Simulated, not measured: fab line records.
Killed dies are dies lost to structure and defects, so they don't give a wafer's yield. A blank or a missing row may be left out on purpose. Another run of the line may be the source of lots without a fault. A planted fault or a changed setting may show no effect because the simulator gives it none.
Which tool was responsible? / flow n5 finfet / Sampling: 11 lots, 33 wafers, 2 of 1938 route steps

## WHAT EACH GAUGE READ, for each wafer
N5_BEOL_M5_THK_MEAS_01.
lot=L947; measured=day 8 06:12; on=film metro-02; M5_ILD_THK (nm)=121.0 122.8 122.0
lot=L951; measured=day 9 01:25; on=film metro-01; M5_ILD_THK (nm)=118.4 119.9 122.8
lot=L953; measured=day 9 09:17; on=film metro-01; M5_ILD_THK (nm)=121.0 122.1 123.9
lot=L955; measured=day 10 06:16; on=film metro-01; M5_ILD_THK (nm)=119.7 120.9 124.3
lot=L957; measured=day 10 18:53; on=film metro-02; M5_ILD_THK (nm)=119.5 124.0 121.3
lot=L958; measured=day 10 22:59; on=film metro-02; M5_ILD_THK (nm)=118.5 118.6 121.4
lot=L966; measured=day 13 18:13; on=film metro-02; M5_ILD_THK (nm)=121.0 122.1 121.6
lot=L948; measured=day 13 21:06; on=film metro-02; M5_ILD_THK (nm)=121.2 119.4 121.4
lot=L967; measured=day 13 22:48; on=film metro-01; M5_ILD_THK (nm)=121.7 120.0 124.4
lot=L969; measured=day 14 18:26; on=film metro-01; M5_ILD_THK (nm)=118.7 118.2 121.5
lot=L968; measured=day 15 07:43; on=film metro-01; M5_ILD_THK (nm)=120.7 120.9 122.4

## EACH LOT AND THE TOOL THAT RAN IT (in order: tool; ch and the chambers of the sampled wafers; start)
lot=L947; N5_BEOL_M4_ANNEAL_95=pvd sputter-03, day 8 02:09
lot=L951; N5_BEOL_M4_ANNEAL_95=pvd sputter-02, day 8 22:38
lot=L953; N5_BEOL_M4_ANNEAL_95=pvd sputter-02, day 9 05:34
lot=L955; N5_BEOL_M4_ANNEAL_95=pvd sputter-02, day 10 03:25
lot=L957; N5_BEOL_M4_ANNEAL_95=pvd sputter-02, day 10 15:37
lot=L958; N5_BEOL_M4_ANNEAL_95=pvd sputter-02, day 10 20:05
lot=L966; N5_BEOL_M4_ANNEAL_95=pvd sputter-03, day 13 15:22
lot=L948; N5_BEOL_M4_ANNEAL_95=pvd sputter-01, day 13 18:20
lot=L967; N5_BEOL_M4_ANNEAL_95=pvd sputter-03, day 13 19:49
lot=L969; N5_BEOL_M4_ANNEAL_95=pvd sputter-03, day 14 15:30
lot=L968; N5_BEOL_M4_ANNEAL_95=pvd sputter-02, day 15 04:25
- N5_BEOL_M4_ANNEAL_95: time 240 s.

## WHAT THE TOOLS THEMSELVES READ (means of the sampled wafers that have a number; where no wafer has one, the mark that the record gives instead)
N5_BEOL_M4_ANNEAL_95.
lot=L947; tool=pvd sputter-03; heater power w (W)=848
lot=L951; tool=pvd sputter-02; heater power w (W)=816
lot=L953; tool=pvd sputter-02; heater power w (W)=815
lot=L955; tool=pvd sputter-02; heater power w (W)=794
lot=L957; tool=pvd sputter-02; heater power w (W)=790
lot=L958; tool=pvd sputter-02; heater power w (W)=781
lot=L966; tool=pvd sputter-03; heater power w (W)=852
lot=L948; tool=pvd sputter-01; heater power w (W)=772
lot=L967; tool=pvd sputter-03; heater power w (W)=788
lot=L969; tool=pvd sputter-03; heater power w (W)=797
lot=L968; tool=pvd sputter-02; heater power w (W)=812

## THE ANSWER, worked out from the rows above alone
Rule: what is usual is taken from the lots themselves. The widest of any qualifying gaps counts: lots, ordered by their means at a reading, are off when they make up no more than a third of the lots, leave a main group of 4 or more, and stand apart from it by 3 or more times the standard deviation of that group's means. The tables above print the reading to a certain number of digits; a main group whose means all agree to those digits is not used. A lot without any number at a reading at which 4 lots or more have one is off too. Any other lot the step has rows for is counted as sound. First the gauges in route order, then the tools' own readings, where a lot's mean is used as printed above. At the first step where some lot is off, the reading lying furthest off is the one used; lots without a number count as furthest.
Across all readings shown, no lot is off: no conclusion can be drawn from this.

## WHAT THE SIMULATOR PUT IN
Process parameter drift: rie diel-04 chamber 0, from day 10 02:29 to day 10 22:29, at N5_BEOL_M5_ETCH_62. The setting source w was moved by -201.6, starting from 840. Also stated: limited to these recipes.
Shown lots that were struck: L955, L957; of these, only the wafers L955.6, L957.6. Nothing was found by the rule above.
